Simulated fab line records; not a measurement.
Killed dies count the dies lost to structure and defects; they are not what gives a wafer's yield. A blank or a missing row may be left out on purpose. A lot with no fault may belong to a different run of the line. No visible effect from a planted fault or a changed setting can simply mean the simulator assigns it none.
Chamber matching	flow n5-finfet	N5_BEOL_M4_ILD_DEP_00 on pecvd-03 has 3 sister chambers
The step deposits SiOC from DEMS/O2, target thk 79 nm, time 15.3 s. 6 wafers are shown with their chamber, then 7 later ones without.

== WAFERS WITH THEIR CHAMBER ==
wafer	chamber	throttle-valve-pct (%)	heater-power-w (W)
L080.2	2	11.3	402
L080.6	2	11.5	406
L084.3	1	12.3	395
L084.6	0	12.8	310
L091.2	0	12.7	321
L091.3	1	12.3	354

== WAFERS MISSING THEIR CHAMBER ==
wafer	throttle-valve-pct (%)	heater-power-w (W)
L091.6	12.2	360
L093.1	12.8	426
L093.2	11.4	457
L093.5	12.8	344
L097.1	12.9	329
L097.4	12.5	383
L097.6	13.0	325

== THE CHAMBER EACH PASSED THROUGH ==
wafer	from the rows above	in truth
L091.6	1	1
L093.1	can't be placed: 1 or 0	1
L093.2	2	2
L093.5	0	0
L097.1	0	0
L097.4	1	1
L097.6	0	0
Correct placement for 6 of the 7. From these rows, 1 cannot be placed; in 1 the true chamber is one of the candidates. Wrongly placed: 0.
How it was worked out, from the rows above alone: a wafer's distance from a chamber is the root of the sum, over the readings, of the square of ((its reading less the chamber's mean) divided by the reading's scatter). The wafer belongs to the nearest chamber; if the next one is less than 2 further off, it can't be placed. A chamber's mean is the mean of its shown wafers. The scatter is the square root of a quotient: the sum, over the shown wafers, of each reading's squared deviation from its chamber's mean, divided by wafers minus chambers.
